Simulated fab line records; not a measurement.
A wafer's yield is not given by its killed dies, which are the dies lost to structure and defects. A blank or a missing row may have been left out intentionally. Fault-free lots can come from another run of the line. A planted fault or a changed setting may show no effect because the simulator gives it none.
Which tool is to blame? + flow nandHarc + 36 wafers from 12 lots sampled at 5 of the route's 1159 steps

## WHAT THE GAUGES SHOWED, per wafer
NHARC_A_M1_OVL_MEAS_10: pitch 240 nm.
| lot  | measured     | on         | overlayXNm (nm) | overlayYNm (nm) |
|------|--------------|------------|-----------------|-----------------|
| L678 | day 18 05:51 | overlay-02 | 0.1 0.7 0.7     | -1.6 -1.2 -0.9  |
| L679 | day 18 08:07 | overlay-02 | -0.2 -0.1 0.3   | 0.9 0.5 0.6     |
| L677 | day 18 08:43 | overlay-01 | -0.5 -0.4 -0.5  | -1.9 -2.3 -1.6  |
| L684 | day 19 02:46 | overlay-01 | -1.7 -2.0 -1.3  | -0.1 -0.4 0.1   |
| L685 | day 20 10:21 | overlay-02 | -0.5 -0.1 -0.9  | -0.3 0.0 0.0    |
| L688 | day 20 14:29 | overlay-02 | 0.5 0.0 -0.1    | -0.3 0.0 -0.6   |
| L687 | day 20 20:49 | overlay-02 | -0.7 -1.2 -0.7  | -0.6 -0.6 -1.1  |
| L689 | day 20 21:50 | overlay-01 | -1.4 -1.7 -1.3  | 0.2 -0.1 -0.1   |
| L692 | day 21 23:17 | overlay-01 | 0.0 -0.4 -0.5   | -0.5 -0.7 -0.1  |
| L698 | day 23 00:25 | overlay-01 | -0.9 -0.8 -0.7  | 0.4 0.8 0.6     |
| L699 | day 23 04:39 | overlay-01 | 0.6 0.8 0.5     | 1.0 1.3 1.0     |
| L700 | day 23 12:46 | overlay-02 | -0.5 -0.1 -0.5  | 0.3 0.7 0.5     |

NHARC_A_M1_INSPECT_11.
| lot  | measured     | on               | rawDefectCount |
|------|--------------|------------------|----------------|
| L678 | day 18 05:53 | defectInspect-01 | 45 32 41       |
| L679 | day 18 08:10 | defectInspect-01 | 14 12 12       |
| L677 | day 18 08:45 | defectInspect-01 | 5 12 2         |
| L684 | day 19 02:49 | defectInspect-01 | 31 32 39       |
| L685 | day 20 10:23 | defectInspect-01 | 39 35 57       |
| L688 | day 20 14:31 | defectInspect-01 | 14 17 16       |
| L687 | day 20 20:52 | defectInspect-02 | 22 16 17       |
| L689 | day 20 21:52 | defectInspect-02 | 27 32 38       |
| L692 | day 21 23:19 | defectInspect-01 | 39 46 36       |
| L698 | day 23 00:28 | defectInspect-01 | 35 34 44       |
| L699 | day 23 04:41 | defectInspect-01 | 46 52 55       |
| L700 | day 23 12:48 | defectInspect-01 | 38 45 34       |

NHARC_END_SORT_01.
| lot  | measured     | on        | defectLimitedYield (%) | killedAtArray | killedAtOther | killedAtPeriphery | killedDies | killedOpen | killedShort | sort_bin_2_pct (%) | sort_bin_3_pct (%) | sort_bin_4_pct (%) | sortNPass   | sortRimYieldPct (%) | sortYieldPct (%) |
|------|--------------|-----------|------------------------|---------------|---------------|-------------------|------------|------------|-------------|--------------------|--------------------|--------------------|-------------|---------------------|------------------|
| L678 | day 20 13:37 | prober-02 | 92.9 95.3 93.2         | 42 23 34      | 2 1 1         | 4 8 11            | 48 32 46   | 3 3 1      | 5 1 2       | 1.0 1.2 1.9        | 0.15 0.30 0        | 5.9 3.2 4.9        | 629 645 631 | 99.1 98.1 97.2      | 92.9 95.3 93.2   |
| L679 | day 20 05:02 | prober-02 | 96.9 97.2 97.6         | 18 17 15      | 0 0 0         | 3 2 1             | 21 19 16   | 5 5 2      | 3 2 1       | 0.6 0.7 0.7        | 0.30 0 0.30        | 2.2 2.1 1.3        | 656 658 661 | 97.2 97.2 97.2      | 96.9 97.2 97.6   |
| L677 | day 19 21:14 | prober-02 | 98.5 97.9 99.0         | 9 11 5        | 0 0 0         | 1 3 2             | 10 14 7    | 2 5 4      | 2 1 1       | 0.3 0.6 0.4        | 0.30 0 0           | 0.9 1.5 0.6        | 667 663 670 | 100.0 97.2 99.1     | 98.5 97.9 99.0   |
| L684 | day 21 06:13 | prober-01 | 95.4 95.3 94.7         | 27 31 30      | 0 0 0         | 4 1 6             | 31 32 36   | 1 0 3      | 3 4 0       | 1.5 1.3 1.3        | 0.89 0.15 0.30     | 2.2 3.2 3.7        | 646 645 641 | 95.3 96.2 92.5      | 95.4 95.3 94.7   |
| L685 | day 21 22:52 | prober-02 | 92.6 94.4 92.0         | 40 35 46      | 0 0 0         | 10 3 8            | 50 38 54   | 1 1 1      | 3 1 1       | 2.1 1.8 2.7        | 0.15 0.30 0.15     | 5.2 3.5 5.2        | 627 639 623 | 96.2 95.3 97.2      | 92.6 94.4 92.0   |
| L688 | day 22 02:53 | prober-01 | 97.0 97.0 96.9         | 17 16 14      | 0 0 1         | 3 4 6             | 20 20 21   | 1 3 8      | 3 3 2       | 1.2 0.6 1.0        | 0 0.15 0.15        | 1.8 2.2 1.9        | 657 657 656 | 99.1 100.0 100.0    | 97.0 97.0 96.9   |
| L687 | day 22 09:56 | prober-01 | 96.3 97.0 96.9         | 24 18 19      | 0 1 1         | 1 1 1             | 25 20 21   | 3 2 2      | 0 0 1       | 1.9 0.6 0.7        | 0.15 0 0.30        | 1.6 2.4 2.1        | 652 657 656 | 95.3 99.1 98.1      | 96.3 97.0 96.9   |
| L689 | day 22 09:09 | prober-02 | 95.6 95.1 94.7         | 25 33 35      | 1 0 0         | 4 0 1             | 30 33 36   | 6 3 3      | 3 2 2       | 1.0 1.9 1.8        | 0.30 0.15 0.59     | 3.1 2.8 3.0        | 647 644 641 | 98.1 99.1 91.5      | 95.6 95.1 94.7   |
| L692 | day 23 22:25 | prober-02 | 95.1 95.0 93.9         | 32 33 39      | 0 0 0         | 1 1 2             | 33 34 41   | 2 2 3      | 0 0 1       | 1.9 1.8 2.1        | 0.15 0.59 0.30     | 2.8 2.7 3.7        | 644 643 636 | 99.1 96.2 98.1      | 95.1 95.0 93.9   |
| L698 | day 25 08:32 | prober-01 | 95.9 94.5 94.4         | 27 29 33      | 0 2 1         | 1 6 4             | 28 37 38   | 0 3 2      | 1 0 2       | 0.6 1.0 2.1        | 0.15 0 0.44        | 3.4 4.4 3.1        | 649 640 639 | 100.0 95.3 100.0    | 95.9 94.5 94.4   |
| L699 | day 25 03:05 | prober-01 | 94.4 93.2 91.9         | 37 45 50      | 0 0 1         | 1 1 4             | 38 46 55   | 2 1 1      | 2 2 6       | 1.8 2.5 3.1        | 0.30 0.15 0.44     | 3.5 4.1 4.6        | 639 631 622 | 100.0 97.2 99.1     | 94.4 93.2 91.9   |
| L700 | day 25 17:10 | prober-01 | 93.9 93.4 95.3         | 36 44 30      | 0 0 0         | 5 1 2             | 41 45 32   | 4 4 4      | 2 2 2       | 1.5 2.1 1.8        | 0.59 0.59 0        | 4.0 4.0 3.0        | 636 632 645 | 98.1 96.2 99.1      | 93.9 93.4 95.3   |

## EACH LOT AND THE TOOL THAT RAN IT (in order: tool; ch and the chambers of the sampled wafers; start)
| lot  | NHARC_A_M1_DESCUM_14              | NHARC_A_M1_PVD_21           |
|------|-----------------------------------|-----------------------------|
| L678 | rieDiel-04 ch 1,2, day 18 05:57   | pvdSputter-02, day 18 07:11 |
| L679 | rieDiel-07 ch 1,3, day 18 08:13   | pvdSputter-01, day 18 09:29 |
| L677 | rieDiel-04 ch 0,1,2, day 18 08:49 | pvdSputter-01, day 18 10:04 |
| L684 | rieDiel-08 ch 0,1,2, day 19 02:52 | pvdSputter-02, day 19 04:13 |
| L685 | rieDiel-07 ch 2,3, day 20 10:27   | pvdSputter-01, day 20 11:46 |
| L688 | rieDiel-07 ch 2,3, day 20 14:35   | pvdSputter-01, day 20 15:49 |
| L687 | rieDiel-04 ch 0,2,3, day 20 20:55 | pvdSputter-03, day 20 22:11 |
| L689 | rieDiel-07 ch 0,1,3, day 20 21:55 | pvdSputter-01, day 20 23:10 |
| L692 | rieDiel-04 ch 0,1, day 21 23:23   | pvdSputter-01, day 22 00:38 |
| L698 | rieDiel-07 ch 1,3, day 23 00:32   | pvdSputter-03, day 23 01:46 |
| L699 | rieDiel-08 ch 0,1,2, day 23 04:46 | pvdSputter-03, day 23 06:07 |
| L700 | rieDiel-04 ch 0,1,2, day 23 12:53 | pvdSputter-03, day 23 14:09 |
- NHARC_A_M1_DESCUM_14: chemistry O2, time 3 s.
- NHARC_A_M1_PVD_21: deposits Cu, target thk 30 nm, time 20.49 s.

## WHAT THE TOOLS THEMSELVES READ (means of the sampled wafers that have a number; where no wafer has one, the mark that the record gives instead)
NHARC_A_M1_DESCUM_14.
| lot  | tool       | drypumpMotorCurrentA (A) | oesProductAu (a.u.) | rfVppV (V) | showerheadPlenumPTorr (Torr) | throttleValvePct (%) |
|------|------------|--------------------------|---------------------|------------|------------------------------|----------------------|
| L678 | rieDiel-04 | 5.9                      | 0.985               | 57.7       | 1.93                         | 11.319               |
| L679 | rieDiel-07 | 5.9                      | 0.992               | 58.8       | 1.96                         | 11.309               |
| L677 | rieDiel-04 | 5.8                      | 0.996               | 57.6       | 1.92                         | 11.316               |
| L684 | rieDiel-08 | 5.5                      | 0.987               | 59.2       | 2.00                         | 11.312               |
| L685 | rieDiel-07 | 5.8                      | 0.995               | 58.0       | 1.94                         | 11.314               |
| L688 | rieDiel-07 | 5.8                      | 0.999               | 58.2       | 1.94                         | 11.314               |
| L687 | rieDiel-04 | 5.5                      | 0.999               | 58.4       | 1.97                         | 11.320               |
| L689 | rieDiel-07 | 5.6                      | 0.996               | 57.7       | 1.97                         | 11.311               |
| L692 | rieDiel-04 | 6.2                      | 0.988               | 57.2       | 1.88                         | 11.316               |
| L698 | rieDiel-07 | 5.6                      | 0.996               | 58.1       | 2.00                         | 11.314               |
| L699 | rieDiel-08 | 5.5                      | 0.999               | 58.1       | 2.00                         | 11.312               |
| L700 | rieDiel-04 | 5.8                      | 0.999               | 58.2       | 1.92                         | 11.314               |

NHARC_A_M1_PVD_21.
| lot  | tool          | throttleValvePct (%) |
|------|---------------|----------------------|
| L678 | pvdSputter-02 | 30.4                 |
| L679 | pvdSputter-01 | 30.6                 |
| L677 | pvdSputter-01 | 29.9                 |
| L684 | pvdSputter-02 | 30.5                 |
| L685 | pvdSputter-01 | 30.3                 |
| L688 | pvdSputter-01 | 30.2                 |
| L687 | pvdSputter-03 | 29.7                 |
| L689 | pvdSputter-01 | 30.0                 |
| L692 | pvdSputter-01 | 30.3                 |
| L698 | pvdSputter-03 | 30.0                 |
| L699 | pvdSputter-03 | 29.7                 |
| L700 | pvdSputter-03 | 29.6                 |

## THE ANSWER, worked out from the rows above alone
Rule: the lots themselves supply what counts as usual. The widest of any qualifying gaps counts: lots, ordered by their means at a reading, are off when they make up no more than a third of the lots, leave a main group of 4 or more, and stand apart from it by 3 or more times the standard deviation of that group's means. The tables above print the reading to a certain number of digits; a main group whose means all agree to those digits is not used. A lot without any number at a reading at which 4 lots or more have one is off too. All remaining lots with rows at the step are treated as sound. First the gauges in route order, then the tools' own readings, where a lot's mean is used as printed above. At the first step where some lot is off, the reading lying furthest off is the one used; lots without a number count as furthest.
None of the lots is off at any reading shown; this tells nothing.

## WHAT HAD BEEN PUT IN BY THE SIMULATOR
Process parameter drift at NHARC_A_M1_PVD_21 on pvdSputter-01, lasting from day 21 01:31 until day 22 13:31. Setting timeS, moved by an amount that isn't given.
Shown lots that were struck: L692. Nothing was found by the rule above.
